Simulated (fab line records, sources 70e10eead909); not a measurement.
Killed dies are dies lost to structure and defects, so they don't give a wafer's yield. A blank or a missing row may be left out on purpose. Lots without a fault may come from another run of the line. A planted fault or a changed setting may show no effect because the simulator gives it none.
Chamber matching | flow nand_harc | NHARC_A_STAIRCASE_DEP_151 on pecvd-02: 3 sister chambers
The step deposits SiO2, target thk 3800 nm. 3 wafers are shown with their chamber, then 8 later ones without.

WAFERS WITH THEIR CHAMBER
wafer  | chamber | heater_power_w (W)
L083.6 | 2       | 712
L088.4 | 0       | 548
L091.4 | 1       | 581

WAFERS WITHOUT THEIR CHAMBER
wafer  | heater_power_w (W)
L091.5 | 570
L091.6 | 731
L090.3 | 752
L090.5 | 554
L090.6 | 712
L096.1 | 712
L096.2 | 700
L096.4 | 549

WHICH CHAMBER EACH WENT THROUGH
wafer  | from the rows above     | in truth
L091.5 | can't be placed: 1 or 0 | 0
L091.6 | 2                       | 2
L090.3 | 2                       | 2
L090.5 | can't be placed: 0 or 1 | 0
L090.6 | 2                       | 2
L096.1 | 2                       | 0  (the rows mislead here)
L096.2 | 2                       | 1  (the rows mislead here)
L096.4 | can't be placed: 0 or 1 | 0
Placed correctly: 3 of 8. Can't be placed from these rows: 3 (the true chamber is among the candidates in 3). Placed wrongly: 2.
How it was worked out, from the rows above alone: a wafer's distance from a chamber is the root of the sum, over the readings, of the square of ((its reading less the chamber's mean) divided by the reading's scatter). The wafer belongs to the nearest chamber; if the next one is less than 2 further off, it can't be placed. A chamber's mean is the mean of its shown wafers. The scatter: with one shown wafer a chamber, the root of the mean of the squares of how far each hidden wafer lies from its nearest shown one.
